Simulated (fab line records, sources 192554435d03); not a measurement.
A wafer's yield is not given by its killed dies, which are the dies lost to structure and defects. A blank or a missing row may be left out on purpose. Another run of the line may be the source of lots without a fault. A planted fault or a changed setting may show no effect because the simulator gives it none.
Split-lot study ; flow n5Finfet ; 21 wafers read across 7 lots, on a route 1938 steps long

THE SPLIT
At N5_BEOL_M12_PEB_08 (peb time 90 s), the setting pebTimeS was moved away from the recipe's 90 s on 7 of the 21 wafers read, by -19.2% to +13.4%. For the rest of the wafers, this setting stayed at what the recipe calls for.

FROM THE SPLIT TO THE READING: what the file shows between them, 2 steps
- N5_BEOL_M12_DEVELOP_09: develop time 45 s
- N5_BEOL_M12_HARDBAKE_14: time 120 s

THE READING
Shown in nm: cdNm at N5_BEOL_M12_CD_MEAS_10, with target cd 140 nm. A value of 139.1 nm with a standard deviation of 1.7 nm is what fault-free wafers of this fab line usually give.

wafer;tool, chamber at the split;pebTimeS as run, s;against the recipe;cdNm, nm;against lot-mates on the recipe
L074.1;lithoTrack-05, 0;90;recipe;137.1;-
L074.4;lithoTrack-05, 0;72.75;-19.2%;132.3;-4.8
L074.5;lithoTrack-05, 0;72.75;-19.2%;135.8;-1.3
L075.3;lithoTrack-02, 0;102.1;+13.4%;144.3;+6.4
L075.4;lithoTrack-02, 0;90;recipe;137.8;-
L075.5;lithoTrack-02, 0;90;recipe;137.9;-
L076.3;lithoTrack-02, 0;90;recipe;144.4;-
L076.4;lithoTrack-02, 0;90;recipe;141.8;-
L076.6;lithoTrack-02, 0;82.85;-7.9%;138.7;-4.4
L078.2;lithoTrack-02, 0;73.77;-18.0%;132.1;-7.7
L078.5;lithoTrack-02, 0;90;recipe;140.8;-
L078.6;lithoTrack-02, 0;90;recipe;138.7;-
L089.1;lithoTrack-04, 0;99.77;+10.9%;144.2;+4.8
L089.3;lithoTrack-04, 0;90;recipe;139.6;-
L089.4;lithoTrack-04, 0;90;recipe;139.3;-
L091.2;lithoTrack-04, 0;90;recipe;140.0;-
L091.3;lithoTrack-04, 0;90;recipe;140.4;-
L091.4;lithoTrack-04, 0;90;recipe;138.3;-
L092.1;lithoTrack-04, 0;80.97;-10.0%;135.7;-3.7
L092.2;lithoTrack-04, 0;90;recipe;141.0;-
L092.4;lithoTrack-04, 0;90;recipe;137.7;-

FIT RESULTS
A straight line over all 21 wafers: cdNm changes by +0.338 nm for each +1% of pebTimeS; r = +0.85; the points scatter about the line by 1.8 nm.
The same after taking each lot's own level away (the mean of its wafers on the recipe; 21 wafers): +0.313 nm for each +1%; r = +0.85; scatter 1.6 nm.
On that fit, the largest move of pebTimeS shifts the reading by 6 nm.
From 137.10 to 143.10 nm: that is the span of the lots' own levels, equal to 3.5 times the standard deviation above.
The two slopes are in agreement: the lot-to-lot level therefore moves the slope only a little.
Check: with one of the wafers moved furthest among these (-19.2%) left out of the fit, the line predicts -6.08 nm for it against its lot-mates. It came out at -4.8 nm against them.

ADDITIONAL SPLITS CARRIED BY THESE WAFERS
Before the reading, these wafers also passed through other splits. Each is held against what the fit with the lots' levels taken away leaves over:
other split on the same wafers;wafers away from the commonest value;r with cdNm (lot level and that fit taken away)
N5_BEOL_M6_DESCUM_33 timeS;9;+0.11
N5_BEOL_M6_ETCH_66 biasW;4;-0.15
N5_BEOL_M6_ALD_77 aldCycles;8;+0.12
N5_BEOL_M7_DESCUM_33 timeS;6;+0.25
N5_BEOL_M7_TRENCH_ETCH_37 timeS;3;+0.08
N5_BEOL_M8_TRENCH_ETCH_37 sourceW;10;-0.23
N5_BEOL_M10_COAT_60 spinRpm;5;-0.09
N5_BEOL_M10_DEVELOP_10 developTimeS;4;+0.02

FILE'S OWN FIT
cdNm changes by +0.35 nm for each +1% of pebTimeS, r = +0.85.
